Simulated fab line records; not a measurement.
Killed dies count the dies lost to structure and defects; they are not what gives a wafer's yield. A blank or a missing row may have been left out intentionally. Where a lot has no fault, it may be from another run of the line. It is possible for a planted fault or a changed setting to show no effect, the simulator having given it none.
Shared-tool check | flow n5Finfet | Sampled: 11 lots, 30 wafers

## WHY IT WAS OPENED
At N5_BEOL_M15_INSPECT_12 the reading rawDefectCount is flagged on 2 of 11 lots. Wafers without a fault read 2.1, standard deviation 1.5.
Rule: a lot is flagged when every wafer of it that has a number lies more than 4 standard deviations from that mean, or none has a number. The other lots count as sound.

lot  | measured     | on               | rawDefectCount, wafer by wafer | flag
L699 | day 12 06:10 | defectInspect-02 | 2 1 4                          | 
L698 | day 12 13:44 | defectInspect-01 | 3 2 1                          | 
L702 | day 13 12:40 | defectInspect-01 | 2 2                            | 
L701 | day 13 12:55 | defectInspect-02 | 1 3                            | 
L705 | day 14 13:23 | defectInspect-01 | 2 2 2                          | 
L715 | day 17 09:44 | defectInspect-01 | 4 3                            | 
L714 | day 17 17:03 | defectInspect-01 | 245 271 269                    | FLAGGED
L716 | day 17 21:00 | defectInspect-02 | 4 1 1                          | 
L718 | day 18 04:30 | defectInspect-02 | 252 290 268                    | FLAGGED
L719 | day 18 05:48 | defectInspect-01 | 0 3 0                          | 
L721 | day 19 11:26 | defectInspect-02 | 4 1 1                          | 
Averaged over the flagged lots the numbers come to 265.8, +263.7 from the usual (+99 or more standard deviations).

## EACH LOT AND THE TOOL IT RAN ON
The record holds 2 process steps before the reading, out of a route of 1938 steps. Cell contents, in order: the tool; ch with the chambers the sampled wafers went through; the start.
lot  | flag    | N5_BEOL_M14_ETCH_59               | N5_BEOL_M15_ILD_DEP_00
L699 |         | rieDiel-03 ch 0,2,3, day 11 21:25 | pecvd-03 ch 0,2, day 12 05:26
L698 |         | rieDiel-01 ch 0,2, day 12 06:13   | pecvd-01 ch 0,2, day 12 12:59
L702 |         | rieDiel-01 ch 2,3, day 13 08:34   | pecvd-01 ch 0,1, day 13 11:56
L701 |         | rieDiel-04 ch 0,1, day 13 08:50   | pecvd-03 ch 0,2, day 13 12:18
L705 |         | rieDiel-01 ch 2,3, day 14 09:34   | pecvd-01 ch 1,2, day 14 12:47
L715 |         | rieDiel-01 ch 0,1, day 16 22:19   | pecvd-03 ch 0, day 17 08:53
L714 | FLAGGED | rieDiel-03 ch 0,3, day 17 10:41   | pecvd-03 ch 0,1,2, day 17 16:33
L716 |         | rieDiel-01 ch 0,1,2, day 17 14:50 | pecvd-01 ch 0,1,2, day 17 20:22
L718 | FLAGGED | rieDiel-03 ch 0,2,3, day 17 17:29 | pecvd-03 ch 0,1,2, day 18 03:46
L719 |         | rieDiel-03 ch 2,3, day 17 18:17   | pecvd-01 ch 0,2, day 18 05:03
L721 |         | rieDiel-04 ch 0,2, day 19 06:39   | pecvd-04 ch 0,1,2, day 19 10:50
What the steps here do:
- N5_BEOL_M14_ETCH_59: etches BARC in N2/H2, target depth 89 nm, overetch 26.7 nm, time 67.9 s.
- N5_BEOL_M15_ILD_DEP_00: deposits SiO2 from TEOS/O2, target thk 1629.3 nm, time 346.1 s.
- N5_BEOL_M15_INSPECT_12: inspects for defects (macro).

## FLAGGED AGAINST TOTAL, ONE TOOL AT A TIME (gauges that did the reading follow at the end)
step                   | tool             | lots run | flagged | share of the flagged lots | sound lots run after its first flagged lot
N5_BEOL_M14_ETCH_59    | rieDiel-01       | 5        | 0       | none                      | -
N5_BEOL_M14_ETCH_59    | rieDiel-03       | 4        | 2       | all                       | 1 (L719)
N5_BEOL_M14_ETCH_59    | rieDiel-04       | 2        | 0       | none                      | -
N5_BEOL_M15_ILD_DEP_00 | pecvd-01         | 5        | 0       | none                      | -
N5_BEOL_M15_ILD_DEP_00 | pecvd-03         | 5        | 2       | all                       | 0
N5_BEOL_M15_ILD_DEP_00 | pecvd-04         | 1        | 0       | none                      | -
N5_BEOL_M15_INSPECT_12 | defectInspect-01 | 6        | 1       | some                      | 1 (L719)
N5_BEOL_M15_INSPECT_12 | defectInspect-02 | 5        | 1       | some                      | 1 (L721)

## WHAT THE TABLE PERMITS
In 2 table rows, all flagged lots were run: rieDiel-03 (N5_BEOL_M14_ETCH_59), pecvd-03 (N5_BEOL_M15_ILD_DEP_00).
- rieDiel-03 at N5_BEOL_M14_ETCH_59: 2 of its 4 lots flagged. Lots that were sound ran on it after the first flagged one (L719); a persistent fault on the entire tool would not allow that.
- pecvd-03 at N5_BEOL_M15_ILD_DEP_00: 2 of its 5 lots flagged. A fault beginning between L715 (day 17 08:53), its last sound lot, and L714 (day 17 16:33), its first flagged one, fits the data.
One tool is left: pecvd-03 at N5_BEOL_M15_ILD_DEP_00.

## WHAT THE SIMULATOR HAD INSERTED
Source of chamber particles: pecvd-03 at N5_BEOL_M15_ILD_DEP_00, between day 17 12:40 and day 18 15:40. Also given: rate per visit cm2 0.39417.
Lots struck among those shown: L714, L718. The rule above found the same.
